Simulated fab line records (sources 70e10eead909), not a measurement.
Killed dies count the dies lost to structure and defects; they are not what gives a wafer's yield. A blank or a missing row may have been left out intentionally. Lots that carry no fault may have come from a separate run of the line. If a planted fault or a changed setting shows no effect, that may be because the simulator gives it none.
Which tool was responsible?	flow nandHarc	22 lots, 66 wafers sampled, at 6 steps of a route of 1302

WHAT THE GAUGES READ, wafer by wafer
NHARC_P_CONTACT_CD_MEAS_19.
lot	measured	on	cdNm (nm)
L074	day 6 01:31	cdSem-02	95.6 94.9 93.7
L075	day 6 05:17	cdSem-02	89.4 92.5 88.0
L076	day 6 18:01	cdSem-02	92.6 90.0 92.5
L078	day 7 13:45	cdSem-02	94.0 92.7 92.6
L079	day 8 04:41	cdSem-02	86.8 86.4 89.5
L080	day 8 05:40	cdSem-01	89.2 91.5 89.0
L081	day 8 19:50	cdSem-02	91.3 93.2 93.5
L082	day 9 04:13	cdSem-02	88.0 90.3 90.5
L083	day 9 23:53	cdSem-02	88.5 94.2 91.9
L085	day 10 15:58	cdSem-02	89.0 88.0 88.9
L086	day 10 18:48	cdSem-02	87.5 91.3 91.2
L087	day 11 08:37	cdSem-02	90.1 88.3 90.8
L088	day 12 00:55	cdSem-02	90.0 87.7 92.0
L089	day 12 01:48	cdSem-03	89.9 89.7 88.3
L090	day 12 12:47	cdSem-01	89.5 90.5 87.3
L091	day 12 18:12	cdSem-03	88.4 91.9 91.1
L092	day 13 10:36	cdSem-02	88.8 91.6 88.3
L093	day 13 20:19	cdSem-01	90.4 89.5 90.6
L094	day 14 05:48	cdSem-03	93.5 91.6 89.7
L095	day 14 12:55	cdSem-01	90.5 93.2 94.2
L096	day 15 02:35	cdSem-03	92.7 93.0 91.1
L097	day 15 17:56	cdSem-01	91.8 90.0 91.7

EACH LOT AND THE TOOL THAT RAN IT (in order: tool; ch and the chambers of the sampled wafers; start)
lot	NHARC_P_ZERO_WELL_ETCH_65	NHARC_P_ZERO_WELL_ETCH_62	NHARC_P_GATE_DESCUM_31	NHARC_P_GATE_ETCH_114	NHARC_P_GATE_DEGAS_109
L074	rieDiel-13 ch 0,3, day 1 21:41	rieDiel-13 ch 1,2, day 5 04:14 or earlier	rieDiel-04 ch 0,1,3, day 5 04:14	rieDiel-04 ch 1,3, day 5 21:52 or earlier	pvdSputter-02, day 5 21:52
L075	rieDiel-02 ch 1,2,3, day 2 07:37	rieDiel-02 ch 0,1,2, day 5 08:11 or earlier	rieDiel-08 ch 0,1,2, day 5 08:11	rieDiel-08 ch 1,2,3, day 6 01:19 or earlier	pvdSputter-02, day 6 01:19
L076	rieDiel-13 ch 1,2,3, day 2 17:23	rieDiel-13 ch 0,3, day 5 20:58 or earlier	rieDiel-03 ch 0,1,2, day 5 20:58	rieDiel-03 ch 0,3, day 6 14:15 or earlier	pvdSputter-03, day 6 14:15
L078	rieDiel-01 ch 0,3, day 3 13:32	rieDiel-01 ch 0,2,3, day 6 16:53 or earlier	rieDiel-08 ch 1,2,3, day 6 16:53	rieDiel-08 ch 0,1,3, day 7 10:05 or earlier	pvdSputter-01, day 7 10:05
L079	rieDiel-02 ch 2,3, day 3 23:31	rieDiel-02 ch 0,2, day 7 07:43 or earlier	rieDiel-03 ch 0,2,3, day 7 07:43	rieDiel-03 ch 0,2, day 8 01:02 or earlier	pvdSputter-01, day 8 01:02
L080	rieDiel-01 ch 0,2,3, day 4 09:22	rieDiel-01 ch 0,1, day 7 08:22 or earlier	rieDiel-08 ch 0,1,2, day 7 08:22	rieDiel-08 ch 0,1,3, day 8 01:56 or earlier	pvdSputter-02, day 8 01:56
L081	rieDiel-13 ch 1,2,3, day 4 19:29	rieDiel-13 ch 0,1,2, day 7 22:58 or earlier	rieDiel-08 ch 0,1,3, day 7 22:58	rieDiel-08 ch 1,2,3, day 8 16:12 or earlier	pvdSputter-01, day 8 16:12
L082	rieDiel-02 ch 2,3, day 5 05:30	rieDiel-02 ch 0,2,3, day 8 04:26 or earlier	rieDiel-03 ch 0,2,3, day 8 04:26	rieDiel-03 ch 0,1,2, day 9 00:44 or earlier	pvdSputter-02, day 9 00:44
L083	rieDiel-13 ch 1,2, day 5 15:29	rieDiel-13 ch 1,2, day 8 20:44 or earlier	rieDiel-04 ch 1,2,3, day 8 20:44	rieDiel-04 ch 0,1,3, day 9 20:16 or earlier	pvdSputter-03, day 9 20:16
L085	rieDiel-13 ch 0,3, day 6 11:30	rieDiel-13 ch 1,2,3, day 9 19:05 or earlier	rieDiel-08 ch 0,3, day 9 19:05	rieDiel-08 ch 0,1,3, day 10 12:14 or earlier	pvdSputter-02, day 10 12:14
L086	rieDiel-13 ch 0,1,3, day 6 21:47	rieDiel-13 ch 1,2,3, day 9 21:48 or earlier	rieDiel-04 ch 0,2,3, day 9 21:48	rieDiel-04 ch 0,1,2, day 10 15:11 or earlier	pvdSputter-02, day 10 15:11
L087	rieDiel-13 ch 0,1,3, day 7 07:29	rieDiel-13 ch 1,3, day 10 09:31 or earlier	rieDiel-03 ch 0,1,2, day 10 09:31	rieDiel-03 ch 0,3, day 11 05:07 or earlier	pvdSputter-01, day 11 05:07
L088	rieDiel-02 ch 0,1,3, day 7 17:28	rieDiel-02 ch 0,1,2, day 11 04:02 or earlier	rieDiel-08 ch 0,1,2, day 11 04:02	rieDiel-08 ch 0,1,3, day 11 21:25 or earlier	pvdSputter-01, day 11 21:25
L089	rieDiel-01 ch 1,3, day 8 03:33	rieDiel-01 ch 1,2,3, day 11 04:40 or earlier	rieDiel-04 ch 0,1, day 11 04:40	rieDiel-04 ch 0,1,2, day 11 22:12 or earlier	pvdSputter-03, day 11 22:12
L090	rieDiel-01 ch 2,3, day 8 13:29	rieDiel-01 ch 2,3, day 11 15:33 or earlier	rieDiel-08 ch 0,2,3, day 11 15:33	rieDiel-08 ch 0,1, day 12 08:46 or earlier	pvdSputter-02, day 12 08:46
L091	rieDiel-02 ch 1,2,3, day 8 23:32	rieDiel-02 ch 2,3, day 11 20:47 or earlier	rieDiel-03 ch 2,3, day 11 20:47	rieDiel-03 ch 2,3, day 12 14:05 or earlier	pvdSputter-02, day 12 14:05
L092	rieDiel-01 ch 0,1,2, day 9 09:32	rieDiel-01 ch 0,1, day 12 13:39 or earlier	rieDiel-08 ch 2,3, day 12 13:39	rieDiel-08 ch 2,3, day 13 07:00 or earlier	pvdSputter-03, day 13 07:00
L093	rieDiel-02 ch 0,1,3, day 9 19:30	rieDiel-02 ch 0,1,2, day 12 23:28 or earlier	rieDiel-04 ch 0,3, day 12 23:28	rieDiel-04 ch 0,1, day 13 16:50 or earlier	pvdSputter-02, day 13 16:50
L094	rieDiel-13 ch 1,2, day 10 05:40	rieDiel-13 ch 0,2,3, day 13 08:47 or earlier	rieDiel-08 ch 0,1,2, day 13 08:47	rieDiel-08 ch 0,2,3, day 14 02:10 or earlier	pvdSputter-03, day 14 02:10
L095	rieDiel-13 ch 1,2, day 10 15:29	rieDiel-13 ch 0,2,3, day 13 15:49 or earlier	rieDiel-03 ch 0,3, day 13 15:49	rieDiel-03 ch 1,3, day 14 09:25 or earlier	pvdSputter-02, day 14 09:25
L096	rieDiel-02 ch 0,2,3, day 11 01:31	rieDiel-02 ch 2,3, day 14 05:30 or earlier	rieDiel-03 ch 0,3, day 14 05:30	rieDiel-03 ch 0,2,3, day 14 23:05 or earlier	pvdSputter-02, day 14 23:05
L097	rieDiel-01 ch 1,2, day 11 11:38	rieDiel-01 ch 2,3, day 14 20:44 or earlier	rieDiel-03 ch 0,1, day 14 20:44	rieDiel-03 ch 1,2, day 15 14:09 or earlier	pvdSputter-01, day 15 14:09
- NHARC_P_ZERO_WELL_ETCH_65: etches the open film in N2/H2, target depth 80 nm, overetch 24 nm, time 87.88 s.
- NHARC_P_ZERO_WELL_ETCH_62: etches the open film in CHF3/Ar, target depth 13 nm, time 6.5 s.
- NHARC_P_GATE_DESCUM_31: chemistry O2, time 3 s.
- NHARC_P_GATE_ETCH_114: etches the open film in CF4/O2, target depth 30 nm, overetch 3 nm, time 16.5 s.
- NHARC_P_GATE_DEGAS_109: time 60 s.

AS READ BY THE TOOLS THEMSELVES (means over the sampled wafers that have a number; for cases with no such wafer, the mark the record gives instead)
NHARC_P_ZERO_WELL_ETCH_65.
lot	tool	drypumpMotorCurrentA (A)	oesProductAu (a.u.)	rfFwdPowerW (W)	rfVppV (V)	showerheadPlenumPTorr (Torr)	throttleValvePct (%)
L074	rieDiel-13	5.6	1.003	397.3	432	2.10	14.160
L075	rieDiel-02	5.5	0.994	396.3	429	1.99	14.171
L076	rieDiel-13	5.6	1.005	396.5	435	2.20	14.163
L078	rieDiel-01	5.5	0.992	398.2	431	2.08	14.175
L079	rieDiel-02	5.7	0.998	396.1	431	2.05	14.167
L080	rieDiel-01	5.6	0.991	397.5	431	2.04	14.175
L081	rieDiel-13	5.6	0.991	395.9	435	2.19	14.177
L082	rieDiel-02	5.5	0.980	397.7	432	2.13	14.169
L083	rieDiel-13	5.7	0.992	396.4	436	2.20	14.161
L085	rieDiel-13	5.9	1.006	396.1	429	2.01	14.169
L086	rieDiel-13	5.9	1.005	395.5	431	2.10	14.166
L087	rieDiel-13	5.9	1.007	397.4	432	2.10	14.166
L088	rieDiel-02	5.4	0.996	396.9	432	2.09	14.173
L089	rieDiel-01	5.4	0.985	396.0	433	2.10	14.164
L090	rieDiel-01	5.4	0.985	398.4	432	2.08	14.169
L091	rieDiel-02	5.5	1.006	396.1	432	2.09	14.175
L092	rieDiel-01	5.8	0.998	397.8	430	2.02	14.172
L093	rieDiel-02	5.4	0.998	396.9	431	2.08	14.180
L094	rieDiel-13	6.0	1.001	396.9	435	2.19	14.169
L095	rieDiel-13	5.9	1.002	397.1	435	2.19	14.162
L096	rieDiel-02	5.6	1.002	398.0	430	2.03	14.168
L097	rieDiel-01	5.7	1.003	396.6	429	2.02	14.181

NHARC_P_ZERO_WELL_ETCH_62.
lot	tool	drypumpMotorCurrentA (A)	oesProductAu (a.u.)	rfFwdPowerW (W)	rfVppV (V)	showerheadPlenumPTorr (Torr)	throttleValvePct (%)
L074	rieDiel-13	5.9	0.928	487.8	375.0	2.53	20.211
L075	rieDiel-02	5.6	0.935	488.8	370.1	2.32	20.213
L076	rieDiel-13	5.6	0.973	486.1	371.3	2.40	20.215
L078	rieDiel-01	5.6	0.947	489.5	370.7	2.35	20.227
L079	rieDiel-02	5.8	0.958	490.2	368.6	2.26	20.212
L080	rieDiel-01	5.8	0.954	487.7	371.9	2.37	20.219
L081	rieDiel-13	6.0	0.966	488.4	371.8	2.42	20.212
L082	rieDiel-02	5.6	0.955	488.3	370.0	2.35	20.211
L083	rieDiel-13	5.9	0.952	487.7	375.0	2.52	20.208
L085	rieDiel-13	5.6	0.982	488.7	374.6	2.50	20.222
L086	rieDiel-13	5.6	0.948	488.5	373.7	2.50	20.220
L087	rieDiel-13	5.9	0.965	488.5	374.5	2.50	20.216
L088	rieDiel-02	5.6	0.964	488.0	368.6	2.31	20.216
L089	rieDiel-01	5.5	0.961	488.6	371.2	2.38	20.216
L090	rieDiel-01	5.5	0.972	490.7	370.1	2.34	20.217
L091	rieDiel-02	5.7	0.956	488.2	369.9	2.34	20.222
L092	rieDiel-01	5.8	0.956	487.5	370.1	2.35	20.219
L093	rieDiel-02	5.6	0.968	488.7	369.8	2.30	20.229
L094	rieDiel-13	5.7	0.926	486.9	371.2	2.39	20.217
L095	rieDiel-13	5.7	0.957	487.4	371.8	2.39	20.220
L096	rieDiel-02	5.5	0.959	488.5	373.2	2.42	20.212
L097	rieDiel-01	5.3	0.930	489.2	371.1	2.38	20.210

NHARC_P_GATE_DESCUM_31.
lot	tool	drypumpMotorCurrentA (A)	oesProductAu (a.u.)	rfVppV (V)	showerheadPlenumPTorr (Torr)	throttleValvePct (%)
L074	rieDiel-04	6.0	0.974	57.7	1.94	11.304
L075	rieDiel-08	6.0	0.995	57.9	1.93	11.317
L076	rieDiel-03	5.6	1.003	56.9	1.88	11.313
L078	rieDiel-08	6.3	0.997	57.4	1.90	11.319
L079	rieDiel-03	5.2	1.004	57.4	1.87	11.314
L080	rieDiel-08	6.1	1.000	58.6	1.93	11.314
L081	rieDiel-08	6.1	0.991	58.2	1.87	11.311
L082	rieDiel-03	5.2	1.001	57.1	1.87	11.312
L083	rieDiel-04	6.0	0.983	57.7	2.00	11.307
L085	rieDiel-08	6.3	1.002	56.9	1.82	11.302
L086	rieDiel-04	5.7	0.998	57.9	1.94	11.303
L087	rieDiel-03	5.6	1.001	58.5	1.88	11.301
L088	rieDiel-08	6.0	0.995	57.5	1.93	11.310
L089	rieDiel-04	6.1	1.015	58.7	1.92	11.314
L090	rieDiel-08	6.3	0.987	56.9	1.87	11.311
L091	rieDiel-03	5.1	0.987	57.2	1.86	11.313
L092	rieDiel-08	6.6	0.985	57.6	1.84	11.313
L093	rieDiel-04	5.9	0.991	57.7	1.88	11.305
L094	rieDiel-08	6.0	0.989	58.7	1.93	11.314
L095	rieDiel-03	4.9	0.990	57.3	1.88	11.314
L096	rieDiel-03	5.0	0.987	57.9	1.89	11.311
L097	rieDiel-03	5.4	0.997	58.2	1.90	11.312

NHARC_P_GATE_ETCH_114.
lot	tool	drypumpMotorCurrentA (A)	oesProductAu (a.u.)	rfFwdPowerW (W)	rfVppV (V)	showerheadPlenumPTorr (Torr)	throttleValvePct (%)
L074	rieDiel-04	6.2	0.971	295.8	199.2	1.39	13.404
L075	rieDiel-08	6.4	0.997	294.6	197.6	1.32	13.401
L076	rieDiel-03	4.9	0.998	295.9	197.0	1.32	13.392
L078	rieDiel-08	6.1	0.997	294.0	197.4	1.31	13.403
L079	rieDiel-03	5.5	1.013	294.7	196.5	1.30	13.405
L080	rieDiel-08	6.1	0.992	293.1	197.3	1.31	13.400
L081	rieDiel-08	6.4	0.995	294.4	198.2	1.32	13.394
L082	rieDiel-03	5.6	1.001	294.8	196.3	1.31	13.401
L083	rieDiel-04	6.0	0.985	295.0	198.9	1.35	13.397
L085	rieDiel-08	6.0	1.004	293.5	197.3	1.31	13.389
L086	rieDiel-04	5.9	0.995	292.7	199.3	1.38	13.400
L087	rieDiel-03	4.9	1.013	297.0	197.0	1.32	13.396
L088	rieDiel-08	6.1	1.001	293.6	197.3	1.31	13.404
L089	rieDiel-04	5.9	1.004	294.5	198.5	1.38	13.393
L090	rieDiel-08	5.8	0.992	293.9	198.3	1.34	13.402
L091	rieDiel-03	5.4	0.997	294.5	196.5	1.29	13.393
L092	rieDiel-08	6.5	0.993	294.8	198.3	1.32	13.399
L093	rieDiel-04	6.0	0.994	295.7	198.1	1.34	13.406
L094	rieDiel-08	6.3	0.990	293.2	197.3	1.31	13.400
L095	rieDiel-03	5.2	0.992	294.6	197.3	1.31	13.392
L096	rieDiel-03	5.2	0.995	295.2	197.0	1.31	13.397
L097	rieDiel-03	6.0	0.988	293.8	197.5	1.31	13.395

NHARC_P_GATE_DEGAS_109.
lot	tool	heaterPowerW (W)
L074	pvdSputter-02	471
L075	pvdSputter-02	472
L076	pvdSputter-03	412
L078	pvdSputter-01	468
L079	pvdSputter-01	493
L080	pvdSputter-02	474
L081	pvdSputter-01	456
L082	pvdSputter-02	444
L083	pvdSputter-03	422
L085	pvdSputter-02	508
L086	pvdSputter-02	487
L087	pvdSputter-01	524
L088	pvdSputter-01	461
L089	pvdSputter-03	421
L090	pvdSputter-02	485
L091	pvdSputter-02	476
L092	pvdSputter-03	424
L093	pvdSputter-02	463
L094	pvdSputter-03	409
L095	pvdSputter-02	433
L096	pvdSputter-02	452
L097	pvdSputter-01	486

THE ANSWER, worked out from the rows above alone
Rule: the usual values come from the lots themselves. Put in order of their means at a reading, lots are off if they are a third of the lots or fewer, leave a main group of 4 or more, and stand apart from it by a gap of 3 or more times the standard deviation of the main group's means; of several such gaps the widest counts. A main group whose means are all the same, to the digits that the tables above print for the reading, isn't used. A lot without any number at a reading at which 4 lots or more have one is off too. All remaining lots with rows at the step are treated as sound. Order of review: gauges by route order, followed by the tools' own readings, for which a lot's mean as printed above is used. At the first step where some lot is off, the reading lying furthest off is the one used; lots without a number count as furthest.
No lot is off on any of the readings shown, so nothing can be concluded from this.

WHAT HAD BEEN PUT IN BY THE SIMULATOR
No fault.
